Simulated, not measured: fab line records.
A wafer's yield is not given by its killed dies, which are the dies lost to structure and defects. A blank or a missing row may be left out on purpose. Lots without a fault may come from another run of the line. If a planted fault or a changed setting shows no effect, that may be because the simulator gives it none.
fab line records :: flow nand-harc
record:
  lots: 14
  wafers: 41
  last-day: 32
route steps=1302 shown P_BONDPAD@375 A_START@389 A_ONON_D1@428 END@1302
lots that met no fault: from a run of the same line without faults
start-h: hours from the record's opening day to when the first of the lot's shown wafers began :: wait-h: hours since the lot's step before :: " same as the row above :: L1.1+2: several wafers, shown together as one row :: - no value present, or no start provided :: * or withheld: withheld :: < > ~ a bound
route shown NAME@n: names a module that has steps shown in the file, with the first one's number in the route :: usual: mean/standard deviation of fault-free wafers :: same: alike in all rows :: chamber/n: place in a boat :: sites: per-site readings :: _std_site: standard deviation across them :: _edge_site: outer sites' mean less inner sites' :: radius-mm: how far each site lies from the wafer's centre :: mask NAME#n: copy n :: behind: the tool/chamber that last shaped the wafer :: hold: what put the lot on hold/how long, in hours/how the hold closed :: device: names the non-switching transistor (n, p or np) :: end of line: tests run on the same wafers once the route is complete :: where a step has no rows: the recipe by itself :: killed: at the first sort, the dies lost to defects and structure; wafer yield is something else :: map: per-die view of a wafer (x killed, . not killed, _ where there is no die)
set.NAME: the setting the step ran with; set.NAME@STEP: the setting that earlier step ran with :: model.NAME: the simulator's own value behind a step, which no gauge read
steps of the route over a sample of lots; a table a step, a row a wafer
services: the hour from which a tool's chamber was out of use, counted from the record's first day as start-h (under 0 if before that day), plus the number of hours and why
== steps ==
step: NHARC_P_BONDPAD_PRE_CLEAN_26
recipe:
  time-s: 30
  temp-c: 280
  gas: H2/He
usual:
  heater-power-w: 407/40
lot.wafer: L134.3
tool: pvd-sputter-02
chamber: -
start-h: -
wait-h: -
heater-power-w: 386

lot.wafer: L134.2
tool: pvd-sputter-02
chamber: -
start-h: -
wait-h: -
heater-power-w: 346

lot.wafer: L134.5
tool: pvd-sputter-02
chamber: -
start-h: -
wait-h: -
heater-power-w: 408

lot.wafer: L135.2
tool: pvd-sputter-03
chamber: -
start-h: -
wait-h: -
heater-power-w: 511

lot.wafer: L135.3
tool: pvd-sputter-03
chamber: -
start-h: -
wait-h: -
heater-power-w: 396

lot.wafer: L135.5
tool: pvd-sputter-03
chamber: -
start-h: -
wait-h: -
heater-power-w: 420

lot.wafer: L137.2
tool: pvd-sputter-02
chamber: -
start-h: -
wait-h: -
heater-power-w: 399

lot.wafer: L137.4
tool: pvd-sputter-02
chamber: -
start-h: -
wait-h: -
heater-power-w: 382

lot.wafer: L137.6
tool: pvd-sputter-02
chamber: -
start-h: -
wait-h: -
heater-power-w: 401

lot.wafer: L138.3
tool: pvd-sputter-02
chamber: -
start-h: -
wait-h: -
heater-power-w: 388

lot.wafer: L138.4
tool: pvd-sputter-02
chamber: -
start-h: -
wait-h: -
heater-power-w: 415

lot.wafer: L138.5
tool: pvd-sputter-02
chamber: -
start-h: -
wait-h: -
heater-power-w: 380

lot.wafer: L139.2
tool: pvd-sputter-03
chamber: -
start-h: -
wait-h: -
heater-power-w: 390

lot.wafer: L139.5
tool: pvd-sputter-03
chamber: -
start-h: -
wait-h: -
heater-power-w: 416

lot.wafer: L139.6
tool: pvd-sputter-03
chamber: -
start-h: -
wait-h: -
heater-power-w: 382

lot.wafer: L140.4
tool: pvd-sputter-01
chamber: -
start-h: -
wait-h: -
heater-power-w: 393

lot.wafer: L140.3
tool: pvd-sputter-01
chamber: -
start-h: -
wait-h: -
heater-power-w: 364

lot.wafer: L140.6
tool: pvd-sputter-01
chamber: -
start-h: -
wait-h: -
heater-power-w: 371

lot.wafer: L141.4
tool: pvd-sputter-02
chamber: -
start-h: -
wait-h: -
heater-power-w: 392

lot.wafer: L141.2
tool: pvd-sputter-02
chamber: -
start-h: -
wait-h: -
heater-power-w: 346

lot.wafer: L141.6
tool: pvd-sputter-02
chamber: -
start-h: -
wait-h: -
heater-power-w: 390

lot.wafer: L142.2
tool: pvd-sputter-03
chamber: -
start-h: -
wait-h: -
heater-power-w: 429

lot.wafer: L142.4
tool: pvd-sputter-03
chamber: -
start-h: -
wait-h: -
heater-power-w: 464

lot.wafer: L142.5
tool: pvd-sputter-03
chamber: -
start-h: -
wait-h: -
heater-power-w: 439

lot.wafer: L143.4
tool: pvd-sputter-02
chamber: -
start-h: -
wait-h: -
heater-power-w: 427

lot.wafer: L143.2
tool: pvd-sputter-02
chamber: -
start-h: -
wait-h: -
heater-power-w: 380

lot.wafer: L143.3
tool: pvd-sputter-02
chamber: -
start-h: -
wait-h: -
heater-power-w: 336

lot.wafer: L145.3
tool: pvd-sputter-03
chamber: -
start-h: -
wait-h: -
heater-power-w: 425

lot.wafer: L145.2
tool: pvd-sputter-03
chamber: -
start-h: -
wait-h: -
heater-power-w: 433

lot.wafer: L145.5
tool: pvd-sputter-03
chamber: -
start-h: -
wait-h: -
heater-power-w: 412

lot.wafer: L146.4
tool: pvd-sputter-02
chamber: -
start-h: -
wait-h: -
heater-power-w: 348

lot.wafer: L146.6
tool: pvd-sputter-02
chamber: -
start-h: -
wait-h: -
heater-power-w: 430

lot.wafer: L146.5
tool: pvd-sputter-02
chamber: -
start-h: -
wait-h: -
heater-power-w: 368

lot.wafer: L148.2
tool: pvd-sputter-01
chamber: -
start-h: -
wait-h: -
heater-power-w: 471

lot.wafer: L148.3
tool: pvd-sputter-01
chamber: -
start-h: -
wait-h: -
heater-power-w: 394

lot.wafer: L148.6
tool: pvd-sputter-01
chamber: -
start-h: -
wait-h: -
heater-power-w: 475

lot.wafer: L152.4
tool: pvd-sputter-02
chamber: -
start-h: -
wait-h: -
heater-power-w: 404

lot.wafer: L152.3
tool: pvd-sputter-02
chamber: -
start-h: -
wait-h: -
heater-power-w: 330

lot.wafer: L152.5
tool: pvd-sputter-02
chamber: -
start-h: -
wait-h: -
heater-power-w: 390

lot.wafer: L155.1
tool: pvd-sputter-02
chamber: -
start-h: -
wait-h: -
heater-power-w: 397

lot.wafer: L155.5
tool: pvd-sputter-02
chamber: -
start-h: -
wait-h: -
heater-power-w: 398
step: NHARC_P_BONDPAD_PVD_17
recipe:
  target-thk-a: 50
  bias-v: 168.6
  power-w: 15000
  chamber-pressure-pa: 0.12
  time-s: 8.06
  substrate-temp-c: 50
  material: TaN
usual:
  chamber-pressure-pa: 0.12/0.00022
  throttle-valve-pct: 29.5/0.97
lot.wafer: L134.2
tool: pvd-sputter-02
chamber: -
start-h: -
wait-h: -
chamber-pressure-pa: 0.12022
throttle-valve-pct: 29.8

lot.wafer: L134.3
tool: pvd-sputter-02
chamber: -
start-h: -
wait-h: -
chamber-pressure-pa: 0.12015
throttle-valve-pct: 28.8

lot.wafer: L134.5
tool: pvd-sputter-02
chamber: -
start-h: -
wait-h: -
chamber-pressure-pa: 0.11998
throttle-valve-pct: 30.0

lot.wafer: L135.3
tool: pvd-sputter-03
chamber: -
start-h: -
wait-h: -
chamber-pressure-pa: 0.12006
throttle-valve-pct: 31.5

lot.wafer: L135.2
tool: pvd-sputter-03
chamber: -
start-h: -
wait-h: -
chamber-pressure-pa: 0.1202
throttle-valve-pct: 30.6

lot.wafer: L135.5
tool: pvd-sputter-03
chamber: -
start-h: -
wait-h: -
chamber-pressure-pa: 0.11999
throttle-valve-pct: 31.6

lot.wafer: L137.4
tool: pvd-sputter-02
chamber: -
start-h: -
wait-h: -
chamber-pressure-pa: 0.11982
throttle-valve-pct: 29.7

lot.wafer: L137.2
tool: pvd-sputter-02
chamber: -
start-h: -
wait-h: -
chamber-pressure-pa: 0.11955
throttle-valve-pct: 30.1

lot.wafer: L137.6
tool: pvd-sputter-02
chamber: -
start-h: -
wait-h: -
chamber-pressure-pa: 0.11982
throttle-valve-pct: 30.0

lot.wafer: L138.3
tool: pvd-sputter-02
chamber: -
start-h: -
wait-h: -
chamber-pressure-pa: 0.11993
throttle-valve-pct: 30.0

lot.wafer: L138.4
tool: pvd-sputter-02
chamber: -
start-h: -
wait-h: -
chamber-pressure-pa: 0.11993
throttle-valve-pct: 29.4

lot.wafer: L138.5
tool: pvd-sputter-02
chamber: -
start-h: -
wait-h: -
chamber-pressure-pa: 0.11963
throttle-valve-pct: 30.3

lot.wafer: L139.2
tool: pvd-sputter-03
chamber: -
start-h: -
wait-h: -
chamber-pressure-pa: 0.11993
throttle-valve-pct: 31.0

lot.wafer: L139.6
tool: pvd-sputter-03
chamber: -
start-h: -
wait-h: -
chamber-pressure-pa: 0.11976
throttle-valve-pct: 29.9

lot.wafer: L139.5
tool: pvd-sputter-03
chamber: -
start-h: -
wait-h: -
chamber-pressure-pa: 0.12029
throttle-valve-pct: 27.8

lot.wafer: L140.3
tool: pvd-sputter-01
chamber: -
start-h: -
wait-h: -
chamber-pressure-pa: 0.12011
throttle-valve-pct: 29.6

lot.wafer: L140.4
tool: pvd-sputter-01
chamber: -
start-h: -
wait-h: -
chamber-pressure-pa: 0.1197
throttle-valve-pct: 30.0

lot.wafer: L140.6
tool: pvd-sputter-01
chamber: -
start-h: -
wait-h: -
chamber-pressure-pa: 0.11996
throttle-valve-pct: 29.8

lot.wafer: L141.4
tool: pvd-sputter-02
chamber: -
start-h: -
wait-h: -
chamber-pressure-pa: 0.12014
throttle-valve-pct: 29.2

lot.wafer: L141.2
tool: pvd-sputter-02
chamber: -
start-h: -
wait-h: -
chamber-pressure-pa: 0.12015
throttle-valve-pct: 28.9

lot.wafer: L141.6
tool: pvd-sputter-02
chamber: -
start-h: -
wait-h: -
chamber-pressure-pa: 0.12005
throttle-valve-pct: 30.1

lot.wafer: L142.2
tool: pvd-sputter-03
chamber: -
start-h: -
wait-h: -
chamber-pressure-pa: 0.12005
throttle-valve-pct: 27.7

lot.wafer: L142.4
tool: pvd-sputter-03
chamber: -
start-h: -
wait-h: -
chamber-pressure-pa: 0.11998
throttle-valve-pct: 30.2

lot.wafer: L142.5
tool: pvd-sputter-03
chamber: -
start-h: -
wait-h: -
chamber-pressure-pa: 0.1202
throttle-valve-pct: 27.9

lot.wafer: L143.4
tool: pvd-sputter-02
chamber: -
start-h: -
wait-h: -
chamber-pressure-pa: 0.12013
throttle-valve-pct: 30.0

lot.wafer: L143.2
tool: pvd-sputter-02
chamber: -
start-h: -
wait-h: -
chamber-pressure-pa: 0.12021
throttle-valve-pct: 28.7

lot.wafer: L143.3
tool: pvd-sputter-02
chamber: -
start-h: -
wait-h: -
chamber-pressure-pa: 0.11973
throttle-valve-pct: 29.2

lot.wafer: L145.3
tool: pvd-sputter-03
chamber: -
start-h: -
wait-h: -
chamber-pressure-pa: 0.11999
throttle-valve-pct: 30.8

lot.wafer: L145.2
tool: pvd-sputter-03
chamber: -
start-h: -
wait-h: -
chamber-pressure-pa: 0.1198
throttle-valve-pct: 30.1

lot.wafer: L145.5
tool: pvd-sputter-03
chamber: -
start-h: -
wait-h: -
chamber-pressure-pa: 0.12003
throttle-valve-pct: 27.9

lot.wafer: L146.4
tool: pvd-sputter-02
chamber: -
start-h: -
wait-h: -
chamber-pressure-pa: 0.11973
throttle-valve-pct: 29.7

lot.wafer: L146.6
tool: pvd-sputter-02
chamber: -
start-h: -
wait-h: -
chamber-pressure-pa: 0.12026
throttle-valve-pct: 28.8

lot.wafer: L146.5
tool: pvd-sputter-02
chamber: -
start-h: -
wait-h: -
chamber-pressure-pa: 0.12007
throttle-valve-pct: 29.3

lot.wafer: L148.3
tool: pvd-sputter-01
chamber: -
start-h: -
wait-h: -
chamber-pressure-pa: 0.11979
throttle-valve-pct: 29.3

lot.wafer: L148.2
tool: pvd-sputter-01
chamber: -
start-h: -
wait-h: -
chamber-pressure-pa: 0.11967
throttle-valve-pct: 30.0

lot.wafer: L148.6
tool: pvd-sputter-01
chamber: -
start-h: -
wait-h: -
chamber-pressure-pa: 0.1198
throttle-valve-pct: 29.2

lot.wafer: L152.4
tool: pvd-sputter-02
chamber: -
start-h: -
wait-h: -
chamber-pressure-pa: 0.12016
throttle-valve-pct: 29.6

lot.wafer: L152.3
tool: pvd-sputter-02
chamber: -
start-h: -
wait-h: -
chamber-pressure-pa: 0.12001
throttle-valve-pct: 30.5

lot.wafer: L152.5
tool: pvd-sputter-02
chamber: -
start-h: -
wait-h: -
chamber-pressure-pa: 0.12031
throttle-valve-pct: 29.6

lot.wafer: L155.1
tool: pvd-sputter-02
chamber: -
start-h: -
wait-h: -
chamber-pressure-pa: 0.11986
throttle-valve-pct: 29.5

lot.wafer: L155.5
tool: pvd-sputter-02
chamber: -
start-h: -
wait-h: -
chamber-pressure-pa: 0.1197
throttle-valve-pct: 29.8
step: NHARC_A_START_INSPECT_01
usual:
  raw-defect-count: 3.4/1.8
lot.wafer: L134.2
tool: defect-inspect-02
chamber: -
start-h: 140.18
wait-h: -
raw-defect-count: 3

lot.wafer: L134.3
tool: defect-inspect-02
chamber: -
start-h: 140.18
wait-h: -
raw-defect-count: 5

lot.wafer: L134.5
tool: defect-inspect-02
chamber: -
start-h: 140.18
wait-h: -
raw-defect-count: 1

lot.wafer: L135.2
tool: defect-inspect-02
chamber: -
start-h: 151.20
wait-h: -
raw-defect-count: 1

lot.wafer: L135.3
tool: defect-inspect-02
chamber: -
start-h: 151.20
wait-h: -
raw-defect-count: 4

lot.wafer: L135.5
tool: defect-inspect-02
chamber: -
start-h: 151.20
wait-h: -
raw-defect-count: 5

lot.wafer: L137.2
tool: defect-inspect-01
chamber: -
start-h: 176.95
wait-h: -
raw-defect-count: 2

lot.wafer: L137.4
tool: defect-inspect-01
chamber: -
start-h: 176.95
wait-h: -
raw-defect-count: 1

lot.wafer: L137.6
tool: defect-inspect-01
chamber: -
start-h: 176.95
wait-h: -
raw-defect-count: 5

lot.wafer: L138.3
tool: defect-inspect-01
chamber: -
start-h: 177.65
wait-h: -
raw-defect-count: 3

lot.wafer: L138.4
tool: defect-inspect-01
chamber: -
start-h: 177.65
wait-h: -
raw-defect-count: 2

lot.wafer: L138.5
tool: defect-inspect-01
chamber: -
start-h: 177.65
wait-h: -
raw-defect-count: 4

lot.wafer: L139.2
tool: defect-inspect-01
chamber: -
start-h: 188.40
wait-h: -
raw-defect-count: 1

lot.wafer: L139.5
tool: defect-inspect-01
chamber: -
start-h: 188.40
wait-h: -
raw-defect-count: 1

lot.wafer: L139.6
tool: defect-inspect-01
chamber: -
start-h: 188.40
wait-h: -
raw-defect-count: 3

lot.wafer: L140.3
tool: defect-inspect-02
chamber: -
start-h: 194.04
wait-h: -
raw-defect-count: 8

lot.wafer: L140.4
tool: defect-inspect-02
chamber: -
start-h: 194.04
wait-h: -
raw-defect-count: 2

lot.wafer: L140.6
tool: defect-inspect-02
chamber: -
start-h: 194.04
wait-h: -
raw-defect-count: 6

lot.wafer: L141.2
tool: defect-inspect-02
chamber: -
start-h: 209.94
wait-h: -
raw-defect-count: 2

lot.wafer: L141.4
tool: defect-inspect-02
chamber: -
start-h: 209.94
wait-h: -
raw-defect-count: 3

lot.wafer: L141.6
tool: defect-inspect-02
chamber: -
start-h: 209.94
wait-h: -
raw-defect-count: 4

lot.wafer: L142.2
tool: defect-inspect-01
chamber: -
start-h: 217.12
wait-h: -
raw-defect-count: 3

lot.wafer: L142.4
tool: defect-inspect-01
chamber: -
start-h: 217.12
wait-h: -
raw-defect-count: 1

lot.wafer: L142.5
tool: defect-inspect-01
chamber: -
start-h: 217.12
wait-h: -
raw-defect-count: 0

lot.wafer: L143.2
tool: defect-inspect-01
chamber: -
start-h: 234.71
wait-h: -
raw-defect-count: 3

lot.wafer: L143.3
tool: defect-inspect-01
chamber: -
start-h: 234.71
wait-h: -
raw-defect-count: 5

lot.wafer: L143.4
tool: defect-inspect-01
chamber: -
start-h: 234.71
wait-h: -
raw-defect-count: 5

lot.wafer: L145.2
tool: defect-inspect-01
chamber: -
start-h: 245.85
wait-h: -
raw-defect-count: 3

lot.wafer: L145.3
tool: defect-inspect-01
chamber: -
start-h: 245.85
wait-h: -
raw-defect-count: 3

lot.wafer: L145.5
tool: defect-inspect-01
chamber: -
start-h: 245.85
wait-h: -
raw-defect-count: 2

lot.wafer: L146.4
tool: defect-inspect-02
chamber: -
start-h: 256.19
wait-h: -
raw-defect-count: 2

lot.wafer: L146.5
tool: defect-inspect-02
chamber: -
start-h: 256.19
wait-h: -
raw-defect-count: 3

lot.wafer: L146.6
tool: defect-inspect-02
chamber: -
start-h: 256.19
wait-h: -
raw-defect-count: 4

lot.wafer: L148.2
tool: defect-inspect-02
chamber: -
start-h: 284.72
wait-h: -
raw-defect-count: 6

lot.wafer: L148.3
tool: defect-inspect-02
chamber: -
start-h: 284.72
wait-h: -
raw-defect-count: 3

lot.wafer: L148.6
tool: defect-inspect-02
chamber: -
start-h: 284.72
wait-h: -
raw-defect-count: 2

lot.wafer: L152.3
tool: defect-inspect-02
chamber: -
start-h: 314.12
wait-h: -
raw-defect-count: 4

lot.wafer: L152.4
tool: defect-inspect-02
chamber: -
start-h: 314.12
wait-h: -
raw-defect-count: 4

lot.wafer: L152.5
tool: defect-inspect-02
chamber: -
start-h: 314.12
wait-h: -
raw-defect-count: 2

lot.wafer: L155.1
tool: defect-inspect-02
chamber: -
start-h: 348.62
wait-h: -
raw-defect-count: 1

lot.wafer: L155.5
tool: defect-inspect-02
chamber: -
start-h: 348.62
wait-h: -
raw-defect-count: 7
step: NHARC_A_ONON_D1_DEP_06
recipe:
  target-thk-a: 10000
  n2-flow-sccm: 2750
  n2o-flow-sccm: 2000
  nh3-flow-sccm: 500
  sih4-flow-sccm: 210
  temp-c: 400
lot.wafer: L134.2+3+5
tool: pecvd-onon-04
chamber: 0
start-h: 166.07
wait-h: 0.1

lot.wafer: L135.2+3+5
tool: pecvd-onon-03
chamber: 0
start-h: 175.00
wait-h: 0.1

lot.wafer: L137.2+4+6
tool: pecvd-onon-03
chamber: 0
start-h: 201.59
wait-h: 0.1

lot.wafer: L138.3+4+5
tool: pecvd-onon-02
chamber: 0
start-h: 201.65
wait-h: 0.2

lot.wafer: L139.2+5+6
tool: pecvd-onon-04
chamber: 0
start-h: 213.95
wait-h: 0.1

lot.wafer: L140.3+4+6
tool: pecvd-onon-02
chamber: 0
start-h: 218.53
wait-h: 0.2

lot.wafer: L141.2+4+6
tool: pecvd-onon-02
chamber: 0
start-h: 238.05
wait-h: 0.1

lot.wafer: L142.2+4+5
tool: pecvd-onon-02
chamber: 0
start-h: 241.31
wait-h: 0.1

lot.wafer: L143.2+3+4
tool: pecvd-onon-04
chamber: 0
start-h: 258.15
wait-h: 0.1

lot.wafer: L145.2+3+5
tool: pecvd-onon-03
chamber: 0
start-h: 273.75
wait-h: 0.1

lot.wafer: L146.4+5+6
tool: pecvd-onon-03
chamber: 0
start-h: 280.56
wait-h: 0.2

lot.wafer: L148.2+3+6
tool: pecvd-onon-02
chamber: 0
start-h: 307.86
wait-h: 0.1

lot.wafer: L152.3+4+5
tool: pecvd-onon-04
chamber: 0
start-h: 343.62
wait-h: 0.2

lot.wafer: L155.1+5
tool: pecvd-onon-04
chamber: 0
start-h: 372.15
wait-h: 0.1
step: NHARC_A_ONON_D1_THK_MEAS_08
recipe:
  thk-meas-gauge: ellipsometry
usual:
  thk-nm: 1001/10
lot.wafer: L134.2
tool: film-metro-01
chamber: -
start-h: 166.53
wait-h: -
thk-nm: 1002

lot.wafer: L134.3
tool: film-metro-01
chamber: -
start-h: 166.53
wait-h: -
thk-nm: 1001

lot.wafer: L134.5
tool: film-metro-01
chamber: -
start-h: 166.53
wait-h: -
thk-nm: 1001

lot.wafer: L135.2
tool: film-metro-02
chamber: -
start-h: 175.45
wait-h: -
thk-nm: 999

lot.wafer: L135.3
tool: film-metro-02
chamber: -
start-h: 175.45
wait-h: -
thk-nm: 999

lot.wafer: L135.5
tool: film-metro-02
chamber: -
start-h: 175.45
wait-h: -
thk-nm: 999

lot.wafer: L137.2
tool: film-metro-01
chamber: -
start-h: 202.04
wait-h: -
thk-nm: 1007

lot.wafer: L137.4
tool: film-metro-01
chamber: -
start-h: 202.04
wait-h: -
thk-nm: 1008

lot.wafer: L137.6
tool: film-metro-01
chamber: -
start-h: 202.04
wait-h: -
thk-nm: 1006

lot.wafer: L138.3
tool: film-metro-02
chamber: -
start-h: 202.04
wait-h: -
thk-nm: 995

lot.wafer: L138.4
tool: film-metro-02
chamber: -
start-h: 202.04
wait-h: -
thk-nm: 997

lot.wafer: L138.5
tool: film-metro-02
chamber: -
start-h: 202.04
wait-h: -
thk-nm: 996

lot.wafer: L139.2
tool: film-metro-01
chamber: -
start-h: 214.40
wait-h: -
thk-nm: 1023

lot.wafer: L139.5
tool: film-metro-01
chamber: -
start-h: 214.40
wait-h: -
thk-nm: 1021

lot.wafer: L139.6
tool: film-metro-01
chamber: -
start-h: 214.40
wait-h: -
thk-nm: 1024

lot.wafer: L140.3
tool: film-metro-02
chamber: -
start-h: 218.92
wait-h: -
thk-nm: 1013

lot.wafer: L140.4
tool: film-metro-02
chamber: -
start-h: 218.92
wait-h: -
thk-nm: 1012

lot.wafer: L140.6
tool: film-metro-02
chamber: -
start-h: 218.92
wait-h: -
thk-nm: 1012

lot.wafer: L141.2
tool: film-metro-01
chamber: -
start-h: 238.51
wait-h: -
thk-nm: 996

lot.wafer: L141.4
tool: film-metro-01
chamber: -
start-h: 238.51
wait-h: -
thk-nm: 994

lot.wafer: L141.6
tool: film-metro-01
chamber: -
start-h: 238.51
wait-h: -
thk-nm: 994

lot.wafer: L142.2
tool: film-metro-02
chamber: -
start-h: 241.76
wait-h: -
thk-nm: 981

lot.wafer: L142.4
tool: film-metro-02
chamber: -
start-h: 241.76
wait-h: -
thk-nm: 979

lot.wafer: L142.5
tool: film-metro-02
chamber: -
start-h: 241.76
wait-h: -
thk-nm: 982

lot.wafer: L143.2
tool: film-metro-02
chamber: -
start-h: 258.59
wait-h: -
thk-nm: 1012

lot.wafer: L143.3
tool: film-metro-02
chamber: -
start-h: 258.59
wait-h: -
thk-nm: 1013

lot.wafer: L143.4
tool: film-metro-02
chamber: -
start-h: 258.59
wait-h: -
thk-nm: 1013

lot.wafer: L145.2
tool: film-metro-02
chamber: -
start-h: 274.20
wait-h: -
thk-nm: 998

lot.wafer: L145.3
tool: film-metro-02
chamber: -
start-h: 274.20
wait-h: -
thk-nm: 1000

lot.wafer: L145.5
tool: film-metro-02
chamber: -
start-h: 274.20
wait-h: -
thk-nm: 1002

lot.wafer: L146.4
tool: film-metro-02
chamber: -
start-h: 280.89
wait-h: -
thk-nm: 993

lot.wafer: L146.5
tool: film-metro-02
chamber: -
start-h: 280.89
wait-h: -
thk-nm: 994

lot.wafer: L146.6
tool: film-metro-02
chamber: -
start-h: 280.89
wait-h: -
thk-nm: 991

lot.wafer: L148.2
tool: film-metro-02
chamber: -
start-h: 308.31
wait-h: -
thk-nm: 1007

lot.wafer: L148.3
tool: film-metro-02
chamber: -
start-h: 308.31
wait-h: -
thk-nm: 1009

lot.wafer: L148.6
tool: film-metro-02
chamber: -
start-h: 308.31
wait-h: -
thk-nm: 1007

lot.wafer: L152.3
tool: film-metro-02
chamber: -
start-h: 344.02
wait-h: -
thk-nm: 1162

lot.wafer: L152.4
tool: film-metro-02
chamber: -
start-h: 344.02
wait-h: -
thk-nm: 983

lot.wafer: L152.5
tool: film-metro-02
chamber: -
start-h: 344.02
wait-h: -
thk-nm: 986

lot.wafer: L155.1
tool: film-metro-01
chamber: -
start-h: 372.66
wait-h: -
thk-nm: 1178

lot.wafer: L155.5
tool: film-metro-01
chamber: -
start-h: 372.66
wait-h: -
thk-nm: 1001
step: NHARC_END_SORT_01
recipe:
  temp-c: 25
usual:
  killed-at-array: 53/20
  killed-at-other: 1/1.2
  killed-at-periphery: 3.7/2.6
  killed-dies: 58/20
  killed-open: 3.5/1.8
  killed-short: 2.4/1.7
same:
  gross-dies: 677
lot.wafer: L152.3
tool: prober-01
chamber: 0
start-h: 739.52
wait-h: 3.1
killed-at-array: 671
killed-at-other: 2
killed-at-periphery: 4
killed-dies: 677
killed-open: 2
killed-short: 2

lot.wafer: L152.4
tool: prober-01
chamber: 0
start-h: 740.32
wait-h: 3.4
killed-at-array: 43
killed-at-other: 0
killed-at-periphery: 2
killed-dies: 45
killed-open: 4
killed-short: 0

lot.wafer: L152.5
tool: prober-01
chamber: 0
start-h: 741.12
wait-h: 3.7
killed-at-array: 44
killed-at-other: 0
killed-at-periphery: 2
killed-dies: 46
killed-open: 3
killed-short: 0

lot.wafer: L155.1
tool: prober-02
chamber: 0
start-h: 773.38
wait-h: 2.5
killed-at-array: 664
killed-at-other: 6
killed-at-periphery: 7
killed-dies: 677
killed-open: 5
killed-short: 2

lot.wafer: L155.5
tool: prober-02
chamber: 0
start-h: 776.58
wait-h: 3.7
killed-at-array: 25
killed-at-other: 1
killed-at-periphery: 9
killed-dies: 35
killed-open: 3
killed-short: 5
killed by level:class
L152.3 A_ONON_D1:area-dep=616 A_CHANNEL_HOLE_D1:chamber-film-flake=34 A_CONTACT:chamber-film-flake=12 P_STI:chamber-film-flake=4 A_M0:chamber-film-flake=3 A_STAIRCASE:chamber-film-flake=2 A_WL_FILL:geometric-particle:short=1 A_WL_FILL:geometric-particle:open=1
L152.4 A_CHANNEL_HOLE_D1:chamber-film-flake=25 A_CONTACT:chamber-film-flake=8 A_SLIT:chamber-film-flake=4 A_STAIRCASE:chamber-film-flake=2 P_M2:geometric-particle:open=1 A_ONON_D1:geometric-particle:open=1 A_ONON_D2:geometric-particle:open=1 A_CHANNEL_FILL_D2:geometric-particle:open=1
L152.5 A_CHANNEL_HOLE_D1:chamber-film-flake=26 A_SLIT:chamber-film-flake=7 A_CONTACT:chamber-film-flake=4 A_M0:chamber-film-flake=3 A_ONON_D1:geometric-particle:open=1 A_DECK1_JOINT:geometric-particle:open=1 A_CONTACT:geometric-particle:open=1 P_STI:chamber-film-flake=1
L155.1 A_ONON_D1:area-dep=639 A_SLIT:chamber-film-flake=9 A_CONTACT:chamber-film-flake=6 THIN_TSV:chamber-film-flake=5 P_CONTACT:chamber-film-flake=4 P_CONTACT:geometric-particle:open=2 A_CHANNEL_FILL_D2:chamber-film-flake=2 A_ONON_D2:geometric-particle:open=1
L155.5 A_CONTACT:chamber-film-flake=9 P_ZERO_WELL:chamber-film-flake=4 P_CONTACT:chamber-film-flake=3 A_STAIRCASE:chamber-film-flake=3 A_M0:geometric-particle:open=2 A_CHANNEL_HOLE_D1:chamber-film-flake=2 A_SLIT:chamber-film-flake=2 P_M1:geometric-particle:short=1
== services ==
tool: pecvd-onon-02
chamber: -
start-h: 123.66
hours: 4.9
kind: repair

tool: pecvd-onon-04
chamber: -
start-h: 130.30
hours: 13.0
kind: pm

tool: pvd-sputter-03
chamber: -
start-h: 170.00
hours: 10.0
kind: pm

tool: pecvd-onon-02
chamber: -
start-h: 185.00
hours: 13.0
kind: pm

tool: pecvd-onon-02
chamber: -
start-h: 211.41
hours: 6.8
kind: repair

tool: pvd-sputter-02
chamber: -
start-h: 221.84
hours: 8.3
kind: repair

tool: pvd-sputter-01
chamber: -
start-h: 225.24
hours: 3.9
kind: repair

tool: pecvd-onon-03
chamber: -
start-h: 227.00
hours: 13.0
kind: pm

tool: pvd-sputter-01
chamber: -
start-h: 229.17
hours: 10.0
kind: pm

tool: pecvd-onon-02
chamber: -
start-h: 253.47
hours: 6.7
kind: repair

tool: pvd-sputter-01
chamber: -
start-h: 253.70
hours: 4.3
kind: repair

tool: pvd-sputter-02
chamber: -
start-h: 282.01
hours: 10.0
kind: pm

tool: pecvd-onon-03
chamber: -
start-h: 296.79
hours: 4.9
kind: repair

tool: pecvd-onon-04
chamber: -
start-h: 311.30
hours: 13.0
kind: pm

tool: pvd-sputter-03
chamber: -
start-h: 348.00
hours: 10.0
kind: pm

tool: pecvd-onon-02
chamber: -
start-h: 366.00
hours: 13.0
kind: pm
== key ==
first-sign:
  step: NHARC_A_ONON_D1_THK_MEAS_08
  reading: thk-nm
  direction: up
  sigmas: 16
  usual: 1001
  struck: 1170
effect:
  step: NHARC_END_SORT_01
  reading: killed-at-array
  direction: up
  sigmas: 31
  usual: 53
  struck: 668
more-kills-born-at:
  NHARC_A_ONON_D1_DEP_06@pecvd-onon-04: 1255
met-at NHARC_A_ONON_D1_DEP_06
struck-lots L152,L155
struck-wafers L152.3,L155.1
later-rows-left-out L152.3,L155.1
tester-left-out L152,L155
not-acting-at NHARC_P_BONDPAD_PRE_CLEAN_26,NHARC_P_BONDPAD_PVD_17,NHARC_A_START_INSPECT_01
onset-between 258.15 343.62
fault:
  kind: process-parameter-drift
  tool: pecvd-onon-04
  chamber: -
  onset-h: 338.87
  steps: NHARC_A_ONON_D1_DEP_06
  channel: target-thk-a
  offset: *
  shape: step
  end-h: 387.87
  scope: struck-wafers-only
  acts-in: *
  stated: *
tester-left-out: of these lots the tester's yield and bins aren't shown, on N5 and GAA mostly nor the transistor test; their killed dies are dies lost to structure and defects alone, not to doping, threshold or leakage, so they don't give the yield
later-rows-left-out: the simulator's readings of these wafers behind a module that went badly wrong aren't trusted and aren't shown, but for the sort
